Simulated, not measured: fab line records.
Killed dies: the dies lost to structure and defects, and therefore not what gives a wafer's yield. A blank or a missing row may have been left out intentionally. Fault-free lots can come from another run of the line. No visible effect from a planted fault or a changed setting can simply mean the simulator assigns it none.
Chamber matching + flow nand_harc + rie_diel-09 running NHARC_A_CHANNEL_FILL_D2_ETCHBACK_08: 4 sister chambers
The step etches the open film in C4F8, target depth 220 nm, time 110 s. 4 wafers are shown with their chamber, then 7 later ones without.

== EACH WAFER AND ITS CHAMBER ==
| wafer  | chamber | rf_vpp_V (V) |
|--------|---------|--------------|
| L531.6 | 3       | 437          |
| L533.3 | 0       | 438          |
| L535.2 | 1       | 441          |
| L535.3 | 2       | 438          |

== WAFERS WHOSE CHAMBER IS MISSING ==
| wafer  | rf_vpp_V (V) |
|--------|--------------|
| L535.5 | 437          |
| L537.2 | 436          |
| L537.3 | 437          |
| L537.4 | 442          |
| L538.2 | 437          |
| L538.5 | 438          |
| L538.6 | 437          |

== EACH ONE'S CHAMBER ==
| wafer  | from the rows above          | in truth |
|--------|------------------------------|----------|
| L535.5 | can't be placed: 3 or 0 or 2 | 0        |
| L537.2 | can't be placed: 3 or 0 or 2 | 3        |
| L537.3 | can't be placed: 3 or 0 or 2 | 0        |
| L537.4 | 1                            | 1        |
| L538.2 | can't be placed: 3 or 0 or 2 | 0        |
| L538.5 | can't be placed: 0 or 2 or 3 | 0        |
| L538.6 | can't be placed: 3 or 0 or 2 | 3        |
1 of 7 placed correctly. Not placeable from these rows: 6 (in 6, the candidates include the true chamber). Wrongly placed: 0.
How it was worked out, from the rows above alone: a wafer's distance from a chamber is the root of the sum, over the readings, of the square of ((its reading less the chamber's mean) divided by the reading's scatter). The wafer belongs to the nearest chamber; if the next one is less than 2 further off, it can't be placed. The mean given for a chamber averages the wafers shown for that chamber. The scatter (one wafer shown for each chamber): square how far every hidden wafer sits from the nearest shown wafer, average those squares and take the square root.
